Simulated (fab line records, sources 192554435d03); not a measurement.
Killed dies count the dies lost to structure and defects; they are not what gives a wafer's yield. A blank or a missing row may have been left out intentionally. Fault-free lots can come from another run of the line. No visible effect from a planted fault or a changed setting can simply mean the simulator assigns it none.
Which tool is to blame?	flow n5-finfet	32 wafers sampled from 12 lots at 1 step of a route of 1938

## WHAT THE GAUGES SHOWED, per wafer
N5_ILD0_INSPECT_06: inspects for defects (darkfield). Usual: raw-defect-count reads 37 (standard deviation 14).
lot	measured	on	raw-defect-count	flag
L154	day 3 16:23	defect-inspect-02	32 24	
L155	day 3 23:39	defect-inspect-02	53 34	
L157	day 4 12:11	defect-inspect-01	46 59	
L159	day 4 23:55	defect-inspect-02	34 43	
L160	day 5 08:51	defect-inspect-02	24 23 34	
L162	day 6 02:11	defect-inspect-02	41 42 35	
L163	day 6 03:25	defect-inspect-01	49 20 33	
L167	day 7 05:22	defect-inspect-02	22 66 59	
L169	day 7 12:14	defect-inspect-01	17 43 57	
L174	day 8 19:38	defect-inspect-01	19 38 41	
L173	day 8 20:01	defect-inspect-02	39 30 23	
L176	day 9 06:25	defect-inspect-01	36 21 46	

## EACH LOT AND THE TOOL THAT RAN IT (in order: tool; ch and the chambers of the sampled wafers; start)
The record shows no process step preceding these readings.

## WHAT THE TOOLS THEMSELVES READ (means of the sampled wafers that have a number; where no wafer has one, the mark that the record gives instead)
The record holds no such reading with a usual standard deviation.

## THE ANSWER, worked out from the rows above alone
Rule: a lot is off if the mean of its wafers that have a number lies more than 3 standard deviations from the usual mean. Also off: a lot with no number at a reading for which 4 or more lots have one. Any other lot the step has rows for is counted as sound. The gauges are gone through in route order, then the tools' own readings, and for those a lot's mean is taken as printed above. The first step at which some lot is off is used, and at that step the reading that is off furthest; a lot without a number counts as furthest.
No lot is off on any of the readings shown, so nothing can be concluded from this.

## WHAT WAS PUT IN BY THE SIMULATOR
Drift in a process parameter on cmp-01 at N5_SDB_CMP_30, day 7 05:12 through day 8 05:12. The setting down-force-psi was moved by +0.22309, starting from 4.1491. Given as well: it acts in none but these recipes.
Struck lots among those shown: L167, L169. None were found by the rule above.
